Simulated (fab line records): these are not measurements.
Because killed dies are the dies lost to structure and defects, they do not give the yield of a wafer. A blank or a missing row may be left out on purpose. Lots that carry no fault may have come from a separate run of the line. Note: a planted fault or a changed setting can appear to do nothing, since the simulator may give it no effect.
A struck lot beside a sound one | flow n5-finfet | 15 out of 1938 route steps
Sound: the wafers L116.1, L116.2, L116.3. Struck: wafer L126.5; the same lot's L126.6 was not struck, so it is left out; see the end for the cause.
Order at every step that has rows: each side's tool, ch and its chambers, its first start. Under that, the readings that differ: sound wafers | struck wafers | difference of the means | sigmas: that difference in standard deviations of wafers without a fault.
alike: words and numbers the same on both sides, and readings whose means are apart by under 2 such deviations; not compared: readings that were withheld, readings missing a value for some wafer, numbers with overlapping values and no deviation given by the record, and bounds like >300 which may hide the same value.
Wherever a step has rows on one side only, a row that says differs or no value, or a row with sigmas, the two part there. Non-overlapping numbers with no deviation appear without sigmas and do not part them. A reading that every wafer of one side lacks parts them only if that side has two wafers or more.

N5_BEOL_M5_TRENCH_ETCH_37: etches SiCOH lowk in C4F6/O2, target depth 71.652 nm, time 24.7 s.
  sound: rie-diel-06 ch 0,2,3; struck: rie-diel-05 ch 0
  alike: drypump-motor-current-A, oes-product-au, rf-vpp-V, showerhead-plenum-p-Torr, throttle-valve-pct
  not compared: rf-hours-counter-h
then, 1 step without rows for these wafers: N5_BEOL_M5_ETCH_41 (etches SiCN in CH3F/O2, target depth 31.5 nm, time 56.7 s).
N5_BEOL_M5_STRIP_91: strips in N2/H2, time 10 s.
  sound: rie-diel-06 ch 0,2,3; struck: rie-diel-05 ch 0
  alike: drypump-motor-current-A, oes-product-au, rf-vpp-V, showerhead-plenum-p-Torr, throttle-valve-pct
  not compared: rf-hours-counter-h
N5_BEOL_M5_OCD_MEAS_38:
  sound on ocd-01 at day 8 12:22; struck on ocd-01 at day 11 21:14
  alike: trench-depth-nm
then, 4 steps without rows for these wafers: N5_BEOL_M5_HM_STRIP_39 (strips TiN in peroxide tin strip, target depth 25 nm, time 158 s); N5_BEOL_M5_SRD_40 (time 30 s); N5_BEOL_M5_PRECLEAN_42 (cleans in residue remover, time 60 s); N5_BEOL_M5_SRD_43 (time 30 s).
N5_BEOL_M5_CD_MEAS_35: target cd 28 nm, target cd y 24 nm.
  sound on cd-sem-01 at day 8 12:31; struck on cd-sem-02 at day 11 21:24
  alike: cd-nm
then, 1 step without rows for these wafers: N5_BEOL_M5_CURE_80 (cures SiCOH lowk, time 120 s).
N5_BEOL_M5_DEGAS_44: time 60 s.
  sound on pvd-sputter-02 at day 8 13:48; struck on pvd-sputter-01 at day 11 22:04
  alike: heater-power-w
N5_BEOL_M5_PRE_CLEAN_45: time 30 s.
  sound on pvd-sputter-02 at day 8 13:50; struck on pvd-sputter-01 at day 11 22:06
  alike: heater-power-w
N5_BEOL_M5_ALD_86: deposits TaN, pulse time 2 s, purge time 3 s, co reactant purge time 2 s.
  sound on ald-metal-02 ch 0,2,3, day 8 13:54; struck on ald-metal-04 ch 0, day 11 22:19
  reading                      | sound | struck | difference | sigmas
  co-reactant-pulse-time-s (s) | 3 3 3 | 3.2929 | +0.2929    |
  alike: heater-power-w
N5_BEOL_M5_SURFACE_TREAT_87:
  sound on pvd-sputter-03 at day 8 14:32; struck on pvd-sputter-01 at day 12 00:04
  alike: ar-flow-sccm
  not compared: pressure-mtorr, throttle-valve-pct
-- a jump in the record: the struck wafers' starts before and after are 4 days apart (it breaks off in module BEOL_M5 and resumes in module PASSIVATION, where the first step shown is number 1936 of the route) --
N5_PASSIVATION_PROBE_49:
  sound on prober-01 at day 13 00:14; struck on prober-02 at day 15 20:47
  alike: defect-limited-yield, killed_at_M0_to_M3, killed_at_M4_up, killed-at-contacts, killed-at-front-end, killed-at-other, killed-dies, killed-open, killed-short, sort_bin_5_function, sort_bin_6_memory, sort-n-pass, sort-yield-pct

== WHERE THEY PART ==
Nowhere in this record.

WHY: whatever the simulator had introduced
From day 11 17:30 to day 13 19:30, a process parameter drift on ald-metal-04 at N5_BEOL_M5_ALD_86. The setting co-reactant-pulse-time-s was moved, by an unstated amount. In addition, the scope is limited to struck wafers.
